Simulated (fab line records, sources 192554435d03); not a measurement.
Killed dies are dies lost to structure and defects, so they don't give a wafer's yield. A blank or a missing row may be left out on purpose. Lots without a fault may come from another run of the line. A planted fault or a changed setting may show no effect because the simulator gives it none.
Chamber matching | flow n5_finfet | N5_HKMG_FIN_STRIP_93 on rie_diel-04: 3 sister chambers
The step strips SOC in N2/H2, time 20 s. 6 wafers are shown with their chamber, then 4 later ones without.

WAFERS WITH THEIR CHAMBER
wafer  | chamber | showerhead_plenum_p_Torr (Torr) | throttle_valve_pct (%)
L085.5 | 2       | 3.16                            | 18.7
L088.1 | 0       | 3.34                            | 19.4
L088.3 | 2       | 3.16                            | 18.7
L089.1 | 0       | 3.33                            | 19.4
L089.6 | 3       | 3.48                            | 19.2
L095.1 | 3       | 3.48                            | 19.3

WAFERS WITHOUT THEIR CHAMBER
wafer  | showerhead_plenum_p_Torr (Torr) | throttle_valve_pct (%)
L095.2 | 3.33                            | 19.5
L096.1 | 3.33                            | 19.5
L096.6 | 3.33                            | 19.5
L097.3 | 3.48                            | 19.3

WHICH CHAMBER EACH WENT THROUGH
wafer  | from the rows above | in truth
L095.2 | 0                   | 0
L096.1 | 0                   | 0
L096.6 | 0                   | 0
L097.3 | 3                   | 3
Placed correctly: 4 of 4. Can't be placed from these rows: 0. Placed wrongly: 0.
How it was worked out, from the rows above alone: a wafer's distance from a chamber is the root of the sum, over the readings, of the square of ((its reading less the chamber's mean) divided by the reading's scatter). The wafer belongs to the nearest chamber; if the next one is less than 2 further off, it can't be placed. A chamber's mean is the mean of its shown wafers. The scatter: the root of (the sum of the squares of (reading less its chamber's mean) over the shown wafers, divided by (wafers less chambers)).
